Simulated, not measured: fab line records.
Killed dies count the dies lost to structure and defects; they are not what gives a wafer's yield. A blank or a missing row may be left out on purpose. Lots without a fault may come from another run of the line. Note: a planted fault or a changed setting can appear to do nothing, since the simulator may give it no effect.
fab line records -- flow n5-finfet
record lots=5, wafers=14, last-day=18
route steps=1938 shown BEOL_M0@736 BEOL_M4@1111
lots that met no fault: taken from a fault-free run of the same line
start-h: start of the lot's first displayed wafer, in hours after the record's first day -- wait-h: how many hours have passed since the lot's step before this one -- " identical to the entry in the row above -- L1.1+2: several wafers, shown together as one row -- - no value present, or no start provided -- * or withheld: withheld -- < > ~ a bound
route shown NAME@n: a module of which the file shows steps, and the number in the route of the first -- usual: mean/standard deviation taken from wafers without a fault -- same: alike in all rows -- chamber/n: place in a boat -- sites: each site's reading -- _std_site: how widely they spread, as a standard deviation -- _edge_site: mean of outer sites minus mean of inner sites -- radius-mm: how far each site lies from the wafer's centre -- mask NAME#n: copy n -- behind: the last tool/chamber to shape the wafer -- hold: the reason the lot was held/the length of the hold in hours/how it ended -- device: the n, p or np transistor that did not switch -- end of line: at the end of the route, the tests of the same wafers -- where a step has no rows: the recipe by itself -- killed: not the wafer's yield, but the dies lost to structure and defects at the first sort -- map: per-die view of a wafer (x killed, . not killed, _ where there is no die)
set.NAME: the setting that was run; set.NAME@STEP: the one run at that earlier step -- model.NAME: the simulator's own value behind a step, which no gauge read
lots seen at some steps along the route; tables by step, rows by wafer
services: the hour from which a tool's chamber was out of use, counted from the record's first day as start-h (under 0 if before that day), plus the number of hours and why
## steps
# step N5_BEOL_M0_SPUTTER_132
# recipe material=Cu, target-thk-a=40, temp-c=-20, chamber-pressure-pa=0.07, power-w=withheld, time-s=7.37
# usual chamber-pressure-pa=0.06998/0.00014, throttle-valve-pct=30.2/1.2
lot.wafer,tool,chamber,start-h,wait-h,chamber-pressure-pa,throttle-valve-pct
L383.1,pvd-sputter-02,-,119.97,0.0,0.06992,32.4
L383.2,pvd-sputter-02,-,119.97,0.0,0.06972,29.2
L383.6,pvd-sputter-02,-,119.97,0.0,0.07003,30.3
L384.1,pvd-sputter-02,-,128.33,0.0,0.06988,29.3
L384.3,pvd-sputter-02,-,128.33,0.0,0.07,32.4
L384.4,pvd-sputter-02,-,128.33,0.0,0.07006,30.1
L395.2,pvd-sputter-02,-,200.20,0.0,0.07012,30.3
L395.3,pvd-sputter-02,-,200.20,0.0,0.07007,29.0
L397.2,pvd-sputter-02,-,210.40,0.0,0.06993,32.1
L397.5,pvd-sputter-02,-,210.40,0.0,0.06992,32.0
L397.6,pvd-sputter-02,-,210.40,0.0,0.0702,29.2
L405.2,pvd-sputter-01,-,260.14,0.0,0.07018,28.0
L405.4,pvd-sputter-01,-,260.14,0.0,0.06977,29.8
L405.6,pvd-sputter-01,-,260.14,0.0,0.06969,30.1
# step N5_BEOL_M0_ANNEAL_133
# recipe temp-c=400, time-s=60, ambient=vacuum
# usual heater-power-w=819/67
lot.wafer,tool,chamber,start-h,wait-h,heater-power-w
L383.1,pvd-sputter-02,-,120.05,0.0,862
L383.2,pvd-sputter-02,-,120.05,0.0,860
L383.6,pvd-sputter-02,-,120.05,0.0,768
L384.1,pvd-sputter-02,-,128.41,0.0,852
L384.3,pvd-sputter-02,-,128.41,0.0,862
L384.4,pvd-sputter-02,-,128.41,0.0,886
L395.2,pvd-sputter-02,-,200.28,0.0,745
L395.3,pvd-sputter-02,-,200.28,0.0,875
L397.2,pvd-sputter-02,-,210.48,0.0,832
L397.5,pvd-sputter-02,-,210.48,0.0,821
L397.6,pvd-sputter-02,-,210.48,0.0,834
L405.2,pvd-sputter-01,-,260.22,0.0,705
L405.4,pvd-sputter-01,-,260.22,0.0,721
L405.6,pvd-sputter-01,-,260.22,0.0,710
# step N5_BEOL_M0_SPUTTER_134
# recipe material=Cu, target-thk-a=40, temp-c=-20, chamber-pressure-pa=0.07, power-w=withheld, time-s=7.37
# step N5_BEOL_M0_ANNEAL_135
# recipe temp-c=400, time-s=60, ambient=vacuum
# usual heater-power-w=820/65
lot.wafer,tool,chamber,start-h,wait-h,heater-power-w
L383.1,pvd-sputter-02,-,120.17,0.0,846
L383.2,pvd-sputter-02,-,120.17,0.0,878
L383.6,pvd-sputter-02,-,120.17,0.0,759
L384.1,pvd-sputter-02,-,128.53,0.0,881
L384.3,pvd-sputter-02,-,128.53,0.0,841
L384.4,pvd-sputter-02,-,128.53,0.0,845
L395.2,pvd-sputter-02,-,200.40,0.0,763
L395.3,pvd-sputter-02,-,200.40,0.0,866
L397.2,pvd-sputter-02,-,210.60,0.0,842
L397.5,pvd-sputter-02,-,210.60,0.0,841
L397.6,pvd-sputter-02,-,210.60,0.0,869
L405.2,pvd-sputter-01,-,260.34,0.0,730
L405.4,pvd-sputter-01,-,260.34,0.0,730
L405.6,pvd-sputter-01,-,260.34,0.0,727
# step N5_BEOL_M0_SPUTTER_141
# recipe material=Cu, target-thk-a=40, temp-c=-20, chamber-pressure-pa=0.07, power-w=withheld, time-s=7.37
# step N5_BEOL_M0_ECD_118
# recipe material=Cu, target-thk-a=3000
# step N5_BEOL_M0_ANNEAL_119
# recipe temp-c=225, time-s=90, ambient=N2
# usual wafer_temp_C_max=226.0/0.4
lot.wafer,tool,chamber,start-h,wait-h,wafer_temp_C_max
L383.1,rtp-anneal-01,0,120.48,0.1,226.1
L383.2,rtp-anneal-01,0,120.48,0.1,225.8
L383.6,rtp-anneal-01,0,120.48,0.1,225.7
L384.1,rtp-anneal-02,0,128.98,0.2,226.8
L384.3,rtp-anneal-02,0,128.98,0.2,226.5
L384.4,rtp-anneal-02,0,128.98,0.2,226.4
L395.2,rtp-anneal-01,0,200.91,0.3,225.9
L395.3,rtp-anneal-01,0,200.91,0.3,225.7
L397.2,rtp-anneal-02,0,210.88,0.1,226.2
L397.5,rtp-anneal-02,0,210.88,0.1,226.5
L397.6,rtp-anneal-02,0,210.88,0.1,226.8
L405.2,rtp-anneal-01,0,260.62,0.1,225.7
L405.4,rtp-anneal-01,0,260.62,0.1,225.6
L405.6,rtp-anneal-01,0,260.62,0.1,225.7
# step N5_BEOL_M0_CMP_120
# recipe stop-on=SiOC, t-overpolish-s=6.9, down-force-psi=1, platen-rpm=50, clearing-platen-down-force-psi=1.5, clearing-platen-rpm=50, post-cmp-clean=cu-alkaline, clearing-platen-pad-velocity-m-s=0.99484, pad-velocity-m-s=0.99484
# step N5_BEOL_M0_PRE_CLEAN_131
# recipe gas=NH3/H2, time-s=15, temp-c=*, rf-power-w=300
# step N5_BEOL_M0_CO_CAP_123
# recipe material=Co, target-thk-a=20, temp-c=200, precursor=CCTBA/H2, pressure-torr=30, time-s=102.1
# usual heater-power-w=236/11
lot.wafer,tool,chamber,start-h,wait-h,heater-power-w
L383.1,cvd-co-01,2,121.16,0.0,234
L383.2,cvd-co-01,0,121.16,0.0,248
L383.6,cvd-co-01,2,121.16,0.0,235
L384.1,cvd-co-01,2,130.16,0.0,229
L384.3,cvd-co-01,1,130.16,0.0,236
L384.4,cvd-co-01,1,130.16,0.0,242
L395.2,cvd-co-02,1,201.54,0.0,216
L395.3,cvd-co-02,2,201.54,0.0,243
L397.2,cvd-co-01,1,211.51,0.0,230
L397.5,cvd-co-01,1,211.51,0.0,232
L397.6,cvd-co-01,0,211.51,0.0,249
L405.2,cvd-co-01,1,261.25,0.0,234
L405.4,cvd-co-01,2,261.25,0.0,240
L405.6,cvd-co-01,1,261.25,0.0,237
# step N5_BEOL_M0_PRE_CLEAN_124
# recipe gas=NH3, time-s=15, temp-c=withheld, rf-power-w=300
# step N5_BEOL_M0_DEP_125
# recipe material=SiCN, target-thk-a=80, temp-c=withheld, precursor=3MS/NH3, pressure-torr=3, rf-w=202, time-s=14
# usual showerhead-plenum-p-Torr=3.671/0.014, throttle-valve-pct=8.9/0.47
lot.wafer,tool,chamber,start-h,wait-h,showerhead-plenum-p-Torr,throttle-valve-pct,model.SiCN_of_BEOL_M0_DEP_125.thk-nm
L383.1,pecvd-01,1,121.28,0.0,3.660,9.3,8.2
L383.2,pecvd-01,0,121.28,0.0,3.691,8.4,8
L383.6,pecvd-01,0,121.28,0.0,3.695,8.5,8
L384.1,pecvd-03,1,130.27,0.0,3.649,9.6,7.8
L384.3,pecvd-03,2,130.27,0.0,3.693,9.3,7.8
L384.4,pecvd-03,0,130.27,0.0,3.658,8.4,8.2
L395.2,pecvd-03,1,201.65,0.0,3.662,9.7,7.8
L395.3,pecvd-03,2,201.65,0.0,3.673,9.0,8.2
L397.2,pecvd-01,1,211.62,0.0,3.679,9.0,8.2
L397.5,pecvd-01,1,211.62,0.0,3.676,9.0,8.2
L397.6,pecvd-01,2,211.62,0.0,3.696,7.8,8
L405.2,pecvd-04,0,261.38,0.0,3.666,8.9,7.8
L405.4,pecvd-04,2,261.38,0.0,3.653,8.2,7.8
L405.6,pecvd-04,0,261.38,0.0,3.667,8.6,8
# step N5_BEOL_M0_RS_MEAS_126
# recipe thk-meas-gauge=four-point-probe, reads=Co_of_BEOL_M0_CO_CAP_123+Cu_of_BEOL_M0_ECD_118+Co_of_BEOL_M0_CVD_115+TaN_of_BEOL_M0_ALD_136
# usual M0_RS=0.535/0.015
lot.wafer,tool,chamber,start-h,wait-h,M0_RS[ohm/sq]
L383.1,film-metro-02,-,121.34,0.0,0.539
L383.2,film-metro-02,-,121.34,0.0,0.560
L383.6,film-metro-02,-,121.34,0.0,0.508
L384.1,film-metro-02,-,130.34,0.0,0.554
L384.3,film-metro-02,-,130.34,0.0,0.543
L384.4,film-metro-02,-,130.34,0.0,0.528
L395.2,film-metro-02,-,201.72,0.1,0.542
L395.3,film-metro-02,-,201.72,0.1,0.528
L397.2,film-metro-01,-,211.69,0.1,0.546
L397.5,film-metro-01,-,211.69,0.1,0.528
L397.6,film-metro-01,-,211.69,0.1,0.538
L405.2,film-metro-01,-,261.45,0.1,0.560
L405.4,film-metro-01,-,261.45,0.1,0.521
L405.6,film-metro-01,-,261.45,0.1,0.528
# step N5_BEOL_M4_RC_MEAS_101
# usual DIBL_N=35.8/1.6, DIBL_P=36.0/1.9, IOFF_N=0.151/0.029, IOFF_P=0.21/0.037, ION_N=673/12, ION_P=463/7.3, SS_N=71.5/0.58, SS_P=73.2/0.61, VT_N=251/3.3, VT_P=-250/3.3
lot.wafer,tool,chamber,start-h,wait-h,DIBL_N[mV/V],DIBL_P[mV/V],IOFF_N[nA/um],IOFF_P[nA/um],ION_N[uA/um],ION_P[uA/um],SS_N[mV/dec],SS_P[mV/dec],VT_N[mV],VT_P[mV]
L383.1,prober-02,0,161.92,0.6,38.9,39.9,0.190,0.26,692,474,72.2,73.7,248,-246
L383.2,prober-02,0,161.92,0.6,37.2,35.9,0.139,0.19,664,455,71.7,72.8,255,-253
L383.6,prober-02,0,161.92,0.6,36.5,35.5,0.129,0.19,663,457,72.1,73.1,255,-251
L384.1,prober-01,0,167.23,0.0,36.0,34.6,0.149,0.19,670,462,71.2,72.9,252,-252
L384.3,prober-01,0,167.23,0.0,37.7,37.0,0.179,0.24,687,472,71.2,73.5,246,-247
L384.4,prober-01,0,167.23,0.0,35.0,33.2,0.124,0.18,664,458,71.3,72.8,254,-252
L395.2,prober-02,0,249.54,0.2,36.6,37.3,0.144,0.19,682,461,72.2,73.9,252,-254
L395.3,prober-02,0,249.54,0.2,35.6,35.7,0.138,0.17,674,459,71.9,73.0,251,-252
L397.2,prober-02,0,261.20,0.2,35.5,34.8,0.130,0.18,666,460,71.4,72.2,254,-253
L397.5,prober-02,0,261.20,0.2,37.9,37.1,0.165,0.21,673,459,71.2,73.7,249,-253
L397.6,prober-02,0,261.20,0.2,34.9,33.7,0.116,0.16,662,454,70.8,72.5,256,-257
L405.2,prober-02,0,314.35,0.2,34.0,33.1,0.109,0.16,654,455,71.3,72.6,255,-255
L405.4,prober-02,0,314.35,0.2,35.1,34.7,0.127,0.18,667,461,71.6,73.5,254,-255
L405.6,prober-02,0,314.35,0.2,35.0,35.0,0.129,0.18,665,455,71.3,72.5,253,-254
## services
tool,chamber,start-h,hours,kind
pecvd-04,1,99.31,8.8,repair
cvd-co-02,-,108.31,2.8,repair
pecvd-03,-,112.02,2.0,repair
cvd-co-02,1,114.90,-,clean
cvd-co-02,1,114.90,22.0,scheduled-down
cvd-co-02,1,114.90,22.0,vent-cycle
cvd-co-02,-,127.37,2.8,pm
pvd-sputter-01,-,137.17,2.2,repair
pecvd-01,-,139.51,14.6,pm
cvd-co-01,0,141.80,9.5,repair
pecvd-04,0,166.05,-,clean
pecvd-04,0,166.05,29.5,scheduled-down
pecvd-04,0,166.05,29.5,vent-cycle
pecvd-03,0,186.08,5.0,scheduled-down
pecvd-04,2,202.38,-,clean
pecvd-04,2,202.38,-,consumable-replace:showerhead
pecvd-04,2,202.38,29.0,scheduled-down
pecvd-04,2,202.38,29.0,vent-cycle
pecvd-03,0,227.38,25.5,repair
pvd-sputter-01,-,231.67,2.2,repair
pvd-sputter-01,-,236.50,2.7,repair
pecvd-01,0,239.72,2.1,scheduled-down
## key
first-sign none at tools or gauges
model-effect step=N5_BEOL_M0_DEP_125, value=SiCN_of_BEOL_M0_DEP_125.thk-nm, without=7.8, struck=8.2
met-at N5_BEOL_M0_DEP_125
struck-wafers L395.3
onset-between 130.27 201.65
fault kind=process-parameter-drift, tool=pecvd-03, chamber=-, onset-h=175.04, steps=N5_BEOL_M0_DEP_125, channel=time-s, offset=*, shape=step, end-h=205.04, scope=struck-wafers-only, acts-in=*, stated=*
